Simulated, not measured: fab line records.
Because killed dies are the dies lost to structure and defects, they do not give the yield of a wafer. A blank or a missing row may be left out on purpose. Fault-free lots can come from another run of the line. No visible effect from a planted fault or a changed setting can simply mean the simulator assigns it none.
fab line records -- flow n5-finfet
record: lots: 4, wafers: 12, last-day: 16
route steps=1938 shown HKMG_FIN@401 BEOL_M4@1111 PASSIVATION@1936
lots untouched by any fault: they come from a run of this same line in which no faults occurred
start-h: hours from the record's first day to the start of the lot's first wafer shown -- wait-h: hours from the lot's prior step to this one -- " identical to the entry in the row above -- L1.1+2: a single row standing in for several wafers -- - no value present, or no start provided -- * or withheld: withheld -- < > ~ a bound
route shown NAME@n: NAME is a module with steps in the file, n the number in the route of the first one -- usual: average and standard deviation across the fault-free wafers -- same: alike in all rows -- chamber/n: place in a boat -- sites: each site's reading -- _std_site: how widely they spread, as a standard deviation -- _edge_site: the outer-site mean with the inner-site mean subtracted -- radius-mm: how far each site lies from the wafer's centre -- mask NAME#n: copy n -- behind: the tool/chamber that last shaped the wafer -- hold: why the lot went on hold/how many hours it stayed there/how the hold came to an end -- device: which transistor (n, p or np) failed to switch -- end of line: the same wafers' tests at the end of the route -- for a step that has no rows: nothing shown but its recipe -- killed: not the wafer's yield, but the dies lost to structure and defects at the first sort -- map: per-die view of a wafer (x killed, . not killed, _ where there is no die)
set.NAME: setting as actually run; set.NAME@STEP: the setting as run at that earlier step -- model.NAME: the simulator's own value behind a step, which no gauge read
lots at selected steps of the route; one table per step, one row per wafer
services: when a tool's chamber went out of use (start-h, in hours from the record's first day, below 0 if earlier), for how many hours, and the reason
== steps ==
step: N5_HKMG_FIN_DESCUM_53
recipe: chemistry: O2, time-s: 7.9, source-power-w: 50, bias-power-w: 20, pressure-mtorr: 20, rf-frequency-hz: 2.712e+07, temp-c: 40, resist: CAR-ArF, o2-flow-sccm: 225
step: N5_HKMG_FIN_ETCH_54
recipe: chemistry: CF4, target: SiARC, target-depth-a: 455, mask-material: CAR-ArF, time-s: 75.8, ion-energy-ev: 80, pressure-mtorr: 40, source-w: 545, bias-w: 36, Ar_flow_sccm: 100, cf4-flow-sccm: 100, ends: cleared
step: N5_HKMG_FIN_ETCH_55
recipe: chemistry: N2/H2, target: SOC, target-depth-a: 2400, temp-c: 40, time-s: 300, ion-energy-ev: 200, mask-material: SiARC, pressure-mtorr: 30, source-w: 840, bias-w: 150, n2-flow-sccm: 200, h2-flow-sccm: 200
step: N5_HKMG_FIN_STRIP_56
recipe: chemistry: N2/H2, temp-c: 40, n2-flow-sccm: 200, h2-flow-sccm: 200, rf-frequency-hz: 6e+07
step: N5_HKMG_FIN_STRIP_57
recipe: chemistry: CF4, resist: SiARC, power-w: 300, bias-power-w: 75, pressure-mtorr: 50, cf4-flow-sccm: 150, rf-frequency-hz: 6e+07
step: N5_HKMG_FIN_ETCH_58
recipe: chemistry: N2/H2, target: SOC, target-depth-a: 2158, ion-energy-ev: 50, bias-w: 13, time-s: 741, pressure-mtorr: 30, source-w: 875, n2-flow-sccm: 200, h2-flow-sccm: 200
step: N5_HKMG_FIN_STRIP_93
recipe: chemistry: N2/H2, material: SOC, time-s: 20, power-w: 500, temp-c: 40, pressure-mtorr: 50, rf-frequency-hz: 6e+07, bias-power-w: 8, h2-frac: 0.5, n2-flow-sccm: 300, h2-flow-sccm: 300
step: N5_HKMG_FIN_WET_ETCH_76
recipe: chemistry: dNH4OH, mix: 1:50, temp-c: 25, target: Al2O3, stop-on: La2O3, target-depth-nm: 2.25, dry: ipa-marangoni, rinse-time-s: 30, rinse-temp-c: 23
step: N5_HKMG_FIN_STRIP_60
recipe: chemistry: N2/H2, power-w: 2500, temp-c: 300, h2-frac: 0.65, time-s: 360, pressure-mtorr: withheld, n2-flow-sccm: 1750, h2-flow-sccm: 3250
step: N5_HKMG_FIN_WET_ETCH_77
recipe: chemistry: dHCl, mix: 1:10000, temp-c: 25, target: La2O3, stop-on: HfO2, target-depth-nm: 2
step: N5_HKMG_FIN_WET_ETCH_78
recipe: chemistry: dNH4OH, mix: 1:50, temp-c: 25, target: Al2O3, stop-on: La2O3, target-depth-nm: 4.5, dry: ipa-marangoni, rinse-time-s: 30, rinse-temp-c: 23
step: N5_HKMG_FIN_ALD_79
recipe: material: TiN, target-thk-a: 15, temp-c: 400, ald-precursor-family: TiCl4, ald-co-reactant: NH3, pulse-time-s: 1, purge-time-s: 3, co-reactant-purge-time-s: 2, co-reactant-pulse-time-s: 2, ald-cycles: 68, pressure-torr: 3
step: N5_HKMG_FIN_CVD_62
recipe: material: a-Si, target-thk-a: 30, temp-c: 500, precursor: Si2H6, pressure-torr: 1, time-s: 20.8
usual: heater-power-w: 1300/170, susceptor-temp-C: 500.00/0.22
lot.wafer,tool,chamber,start-h,wait-h,heater-power-w,susceptor-temp-C,model.a-Si_of_HKMG_FIN_CVD_62.thk-nm
L742.1,thermal-cvd-si-01,2,76.70,0.2,1701,499.87,3
L742.4,thermal-cvd-si-01,1,76.70,0.2,1216,499.69,3
L742.5,thermal-cvd-si-01,0,76.70,0.2,1305,499.92,3
L756.1,thermal-cvd-si-01,0,159.70,0.2,1323,499.79,3
L756.4,thermal-cvd-si-01,1,159.70,0.2,1231,500.25,3
L756.6,thermal-cvd-si-01,2,159.70,0.2,1349,462.49,1
L758.1,thermal-cvd-si-01,2,171.63,0.2,1394,462.43,0.6
L758.2,thermal-cvd-si-01,0,171.63,0.2,1333,500.26,3
L758.5,thermal-cvd-si-01,1,171.63,0.2,1233,500.06,2.8
L759.2,thermal-cvd-si-02,0,179.31,0.2,1185,499.84,3
L759.5,thermal-cvd-si-02,0,179.31,0.2,1219,500.21,2.8
L759.6,thermal-cvd-si-02,2,179.31,0.2,1244,499.93,2.8
step: N5_HKMG_FIN_RTA_80
recipe: temp-c: withheld, time-s: 2, ambient: N2, idle-temp-c: 600, ramp-up-c-per-s: 150, ramp-down-c-per-s: 60, cool-to-c: 600
step: N5_HKMG_FIN_PRECLEAN_64
recipe: chemistry: dHF, time-s: 30, temp-c: 25, dilution: withheld
step: N5_HKMG_FIN_WET_ETCH_65
recipe: chemistry: TMAH, temp-c: 70, conc-wt-pct: 5, target: a-Si, stop-on: TiN, time-s: 49, target-depth-nm: 3
step: N5_HKMG_FIN_WET_ETCH_81
recipe: chemistry: SC1, target: TiN, stop-on: HfO2, mix: 1:1:5, temp-c: 60, time-s: 57, target-depth-nm: 6
step: N5_HKMG_FIN_WET_ETCH_82
recipe: chemistry: dHCl, mix: 1:10000, temp-c: 25, target: La2O3, stop-on: HfO2, target-depth-nm: 2, dry: ipa-marangoni, rinse-time-s: 30, rinse-temp-c: 23
step: N5_HKMG_FIN_ALD_36
recipe: material: TiN, target-thk-a: 10, temp-c: 400, ald-precursor-family: TiCl4, ald-co-reactant: NH3, pulse-time-s: 1, purge-time-s: 3, co-reactant-purge-time-s: 2, co-reactant-pulse-time-s: 2, ald-cycles: 47, pressure-torr: 3
step: N5_HKMG_FIN_PWFM_ALD_03
recipe: material: TiN, target-thk-a: 20, temp-c: 400, ald-precursor-family: TiCl4, ald-co-reactant: NH3, pulse-time-s: 1, purge-time-s: 3, co-reactant-purge-time-s: 2, co-reactant-pulse-time-s: 2, ald-cycles: 91, pressure-torr: 3
step: N5_HKMG_FIN_COAT_29
recipe: resist: SOC, temp-c: 250, time-s: 60, spin-rpm: 1500, resist-thk-nm: 300
step: N5_HKMG_FIN_COAT_30
recipe: resist: SiARC, temp-c: 220, time-s: 60, spin-rpm: 1500, resist-thk-nm: 35
step: N5_HKMG_FIN_COAT_06
recipe: resist: CAR-ArF, spin-rpm: 1500, resist-thk-nm: 90
step: N5_HKMG_FIN_EBR_08
recipe: solvent: PGMEA, ebr-width-mm: 1.5
step: N5_HKMG_FIN_SOFTBAKE_07
recipe: temp-c: 110, time-s: 60, resist: CAR-ArF
step: N5_HKMG_FIN_EXPOSE_09
recipe: mask-id: NWFM, na: 1.35, source-shape: conventional, sigma-outer: 0.8, polarization: unpolarized, dose-mj: 39.25
step: N5_HKMG_FIN_PEB_10
recipe: peb-temp-c: withheld, peb-time-s: 60, resist: CAR-ArF
step: N5_HKMG_FIN_DEVELOP_11
recipe: develop-time-s: 30, developer: TMAH, resist: CAR-ArF, dev-temp-c: 23, rinse-liquid: diw, dry: air-spin
step: N5_HKMG_FIN_DESCUM_17
recipe: chemistry: O2, time-s: 7.9, source-power-w: 50, bias-power-w: 20, pressure-mtorr: 20, rf-frequency-hz: 2.712e+07, temp-c: 40, resist: CAR-ArF, o2-flow-sccm: 225
step: N5_HKMG_FIN_ETCH_31
recipe: chemistry: CF4, target: SiARC, target-depth-a: 455, mask-material: CAR-ArF, time-s: 75.8, ion-energy-ev: 80, pressure-mtorr: 40, source-w: 545, bias-w: 36, Ar_flow_sccm: 100, cf4-flow-sccm: 100, ends: cleared
step: N5_HKMG_FIN_ETCH_32
recipe: chemistry: N2/H2, target: SOC, target-depth-a: 2400, temp-c: 40, time-s: 300, ion-energy-ev: 200, mask-material: SiARC, pressure-mtorr: 30, source-w: 840, bias-w: 150, n2-flow-sccm: 200, h2-flow-sccm: 200
step: N5_HKMG_FIN_STRIP_33
recipe: chemistry: N2/H2, temp-c: 40, n2-flow-sccm: 200, h2-flow-sccm: 200, rf-frequency-hz: 6e+07
step: N5_HKMG_FIN_STRIP_34
recipe: chemistry: CF4, resist: SiARC, power-w: 300, bias-power-w: 75, pressure-mtorr: 50, cf4-flow-sccm: 150, rf-frequency-hz: 6e+07
step: N5_HKMG_FIN_ETCH_35
recipe: chemistry: N2/H2, target: SOC, target-depth-a: 2158, ion-energy-ev: 65, bias-w: 5, source-w: 3000, time-s: 243.4, pressure-mtorr: 30, n2-flow-sccm: 200, h2-flow-sccm: 200
step: N5_HKMG_FIN_STRIP_92
recipe: chemistry: N2/H2, material: SOC, time-s: 20, power-w: 500, temp-c: 40, pressure-mtorr: 50, rf-frequency-hz: 6e+07, bias-power-w: 8, h2-frac: 0.5, n2-flow-sccm: 300, h2-flow-sccm: 300
step: N5_HKMG_FIN_WET_ETCH_18
recipe: chemistry: SC1, target: TiN, mix: 1:1:5, temp-c: *, time-s: 55, target-depth-nm: 5.2, dry: ipa-marangoni, rinse-time-s: 30, rinse-temp-c: 23
step: N5_HKMG_FIN_STRIP_19
recipe: chemistry: N2/H2, power-w: 2500, temp-c: 300, h2-frac: 0.65, time-s: 360, pressure-mtorr: withheld, n2-flow-sccm: 1750, h2-flow-sccm: 3250
step: N5_HKMG_FIN_ALD_91
recipe: material: TiN, target-thk-a: 10, temp-c: 400, ald-precursor-family: TiCl4, ald-co-reactant: NH3, pulse-time-s: 1, purge-time-s: 3, co-reactant-purge-time-s: 2, co-reactant-pulse-time-s: 2, ald-cycles: 47, pressure-torr: 3
step: N5_BEOL_M4_RC_MEAS_101
usual: DIBL_N: 36.0/1.7, DIBL_P: 36.0/2, EOT_N: 10.53/0.094, EOT_P: 10.48/0.094, IOFF_N: 0.156/0.028, IOFF_P: 0.21/0.04, ION_N: 673/12, ION_P: 463/8.3, SS_N: 71.4/0.6, SS_P: 73.3/0.66, VT_N: 250/3, VT_P: -250/3.8
lot.wafer,tool,chamber,start-h,wait-h,DIBL_N[mV/V],DIBL_P[mV/V],EOT_N,EOT_P,IOFF_N[nA/um],IOFF_P[nA/um],ION_N[uA/um],ION_P[uA/um],SS_N[mV/dec],SS_P[mV/dec],VT_N[mV],VT_P[mV]
L742.1,prober-01,0,165.37,0.0,36.6,36.3,10.81,10.57,0.169,0.20,665,462,72.6,73.6,248,-251
L742.4,prober-01,0,165.37,0.0,36.5,36.8,10.63,10.62,0.171,0.21,666,457,72.2,73.2,250,-249
L742.5,prober-01,0,165.37,0.0,35.7,35.4,10.67,10.63,0.155,0.19,682,461,71.5,73.3,250,-250
L756.1,prober-01,0,244.96,0.0,36.6,36.7,10.69,10.52,0.176,0.22,683,466,71.8,72.6,246,-251
L756.4,prober-01,0,244.96,0.0,35.9,35.5,10.56,10.53,0.157,0.21,675,461,70.7,72.9,250,-250
L756.6,prober-01,0,244.96,0.0,36.1,35.5,11.09,11.01,0.154,0.22,658,451,71.9,73.1,251,-250
L758.1,prober-02,0,262.81,0.0,40.3,42.3,11.01,10.98,0.230,0.31,668,458,71.9,74.6,247,-245
L758.2,prober-02,0,262.81,0.0,35.4,36.7,10.53,10.54,0.132,0.20,661,461,70.5,73.8,255,-251
L758.5,prober-02,0,262.81,0.0,41.7,44.8,10.54,10.53,0.276,0.36,692,469,72.7,75.1,244,-243
L759.2,prober-02,0,274.30,0.2,36.8,36.6,10.49,10.46,0.163,0.23,694,475,71.6,72.9,247,-247
L759.5,prober-02,0,274.30,0.2,38.2,37.5,10.50,10.48,0.184,0.24,700,476,72.0,73.9,248,-245
L759.6,prober-02,0,274.30,0.2,38.3,37.1,10.48,10.53,0.164,0.23,673,463,72.0,73.0,250,-249
step: N5_PASSIVATION_PROBE_49
usual: defect-limited-yield: 91.6/1.6, killed_at_M0_to_M3: 31/10, killed_at_M4_up: 14/6.3, killed-at-contacts: 12/6.1, killed-at-front-end: 39/12, killed-at-other: 3.7/2.8, killed-dies: 100/19, killed-open: 66/14, killed-short: 33/8.1, sort_bin_4_leakage: 0.00/0.014, sort_bin_5_function: 5.0/1.1, sort_bin_6_memory: 3.2/0.66, sort-n-pass: 1080/18, sort-yield-pct: 91.6/1.6
same: gross-dies: 1180, killed-at-back-side: 0, sort_bin_8_speed[%]: 0
lot.wafer,tool,chamber,start-h,wait-h,defect-limited-yield[%],killed_at_M0_to_M3,killed_at_M4_up,killed-at-contacts,killed-at-front-end,killed-at-other,killed-dies,killed-open,killed-short,sort_bin_4_leakage[%],sort_bin_5_function[%],sort_bin_6_memory[%],sort-n-pass,sort-yield-pct[%]
L742.1,prober-01,-,270.55,0.0,88.7,44,38,18,33,0,133,99,33,0,7.8,3.2,1047,88.7
L742.4,prober-01,-,270.70,0.2,90.4,43,19,6,41,4,113,73,40,0,6.4,2.7,1067,90.4
L742.5,prober-01,-,270.75,0.2,90.6,37,28,9,32,5,111,79,31,0,6.1,3.1,1069,90.6
killed by level:class
L742.1 BEOL_M4:geometric-particle:open=23 MOL_CONTACT_COAG:geometric-particle:open=15 BEOL_M3:geometric-particle:open=15 STI_FIN_REVEAL:geometric-particle:open=9 FIN_SAQP:geometric-particle:open=7 FIN_SAQP:geometric-particle:short=7 BEOL_M0_SAQP:geometric-particle:open=6 BEOL_M5:geometric-particle:open=6
L742.4 FIN_SAQP:geometric-particle:open=13 BEOL_M1:geometric-particle:open=10 BEOL_M2:geometric-particle:open=9 FIN_SAQP:geometric-particle:short=8 BEOL_M0_SAQP:geometric-particle:short=8 BEOL_M4:geometric-particle:open=8 GATE_CUT:geometric-particle:short=7 BEOL_M3:geometric-particle:open=5
L742.5 BEOL_M3:geometric-particle:open=20 BEOL_M4:geometric-particle:open=19 FIN_SAQP:geometric-particle:open=7 MOL_CONTACT_COAG:geometric-particle:open=7 STI_FIN_REVEAL:geometric-particle:open=6 BEOL_M0_SAQP:geometric-particle:short=5 GATE_CUT:geometric-particle:open=4 BEOL_M1:geometric-particle:open=4
== services ==
tool,chamber,start-h,hours,kind
thermal-cvd-si-02,-,60.45,2.8,pm
thermal-cvd-si-02,1,102.12,52.3,repair
== key ==
first-sign: step: N5_HKMG_FIN_CVD_62, reading: susceptor-temp-C, direction: down, sigmas: 99+, usual: *, struck: *
effect: step: N5_BEOL_M4_RC_MEAS_101, reading: EOT_N, direction: up, sigmas: 5.5, usual: 10.53, struck: 11.05
effect: step: N5_BEOL_M4_RC_MEAS_101, reading: EOT_P, direction: up, sigmas: 5.5, usual: 10.48, struck: 11.00
model-effect: step: N5_HKMG_FIN_CVD_62, value: a-Si_of_HKMG_FIN_CVD_62.thk-nm, without: 2.9, struck: 0.8
met-at N5_HKMG_FIN_CVD_62
struck-wafers L756.6,L758.1
onset-between 76.70 159.70
fault: kind: process-parameter-drift, tool: thermal-cvd-si-01, chamber: 2, onset-h: 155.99, steps: N5_HKMG_FIN_CVD_62, channel: temp-c, offset: *, shape: step, end-h: 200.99, stated: *
